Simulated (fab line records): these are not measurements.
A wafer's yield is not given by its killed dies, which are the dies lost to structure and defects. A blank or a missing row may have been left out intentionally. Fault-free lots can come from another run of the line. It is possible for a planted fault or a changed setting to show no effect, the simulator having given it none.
A lot that was struck, set against a sound lot ; flow nand harc ; 14 out of 1302 route steps
Sound: these wafers, L341.1, L341.4, L341.5. Wafers struck: L346.4, L346.5, L346.6. The cause is named last.
Order at every step that has rows: each side's tool, ch and its chambers, its first start. Under that, the readings that differ: sound wafers ; struck wafers ; difference of the means ; sigmas: that difference in standard deviations of wafers without a fault.
alike: words and numbers the same on both sides, and readings whose means are apart by under 2 such deviations; not compared: readings that were withheld, readings missing a value for some wafer, numbers with overlapping values and no deviation given by the record, and bounds like >300 which may hide the same value.
Wherever a step has rows on one side only, a row that says differs or no value, or a row with sigmas, the two part there. Numbers that don't overlap but have no deviation are shown without sigmas and don't part them. A reading that every wafer of one side lacks parts them only if that side has two wafers or more.

first, 6 steps without rows for these wafers: NHARC_A_DECK1_JOINT_CVD_34 (deposits SiNx, target thk 20 nm); NHARC_A_DECK1_JOINT_DEP_06 (deposits SiOx, target thk 80 nm); NHARC_A_DECK1_JOINT_CURE_26 (time 32 s); NHARC_A_DECK1_JOINT_ANNEAL_27 (time 3600 s); NHARC_A_DECK1_JOINT_ANNEAL_28 (time 1800 s); NHARC_A_DECK1_JOINT_ANNEAL_29 (time 1800 s).
NHARC_A_DECK1_JOINT_CMP_02: polishes SiOx.
  sound on cmp-02 ch 0,1,3, day 12 12:56; struck on cmp-02 ch 0,1,2, day 15 03:45
  alike: motor current A
next, for these wafers, 1 step has no rows: NHARC_A_DECK1_JOINT_SRD_15.
NHARC_A_DECK1_JOINT_DEP_16: deposits SiO2, target thk 45 nm.
  sound on pecvd-02 ch 0,1,2, day 12 13:39; struck on pecvd-03 ch 0,1,2, day 15 04:09
  alike: heater power w, throttle valve pct
NHARC_A_DECK1_JOINT_THK_MEAS_17: measures by ellipsometry.
  sound on film metro-01, day 12 13:53; struck on film metro-02, day 15 04:20
  alike: thk nm
NHARC_A_DECK1_JOINT_INSPECT_05:
  sound on defect inspect-01, day 12 13:55; struck on defect inspect-02, day 15 04:23
  alike: raw defect count
NHARC_A_ONON_D2_DEP_00: target thk 1000 nm.
  sound on pecvd onon-02 ch 0, day 12 13:59; struck on pecvd onon-02 ch 0, day 15 04:37
NHARC_A_ONON_D2_THK_MEAS_02: measures by ellipsometry.
  sound on film metro-01, day 12 14:29; struck on film metro-02, day 15 04:57
reading;sound;struck;difference;sigmas
thk nm (nm);1003 1005 1005;1103 1104 1104;+99;+11
following that, 1 step holds no rows for these wafers, namely NHARC_A_ONON_D2_DEP_03 (target thickness 1000 nm).

## WHERE THEY PART
At NHARC_A_ONON_D2_THK_MEAS_02 and nowhere else, as far as this record goes.

WHY: what had been put in by the simulator
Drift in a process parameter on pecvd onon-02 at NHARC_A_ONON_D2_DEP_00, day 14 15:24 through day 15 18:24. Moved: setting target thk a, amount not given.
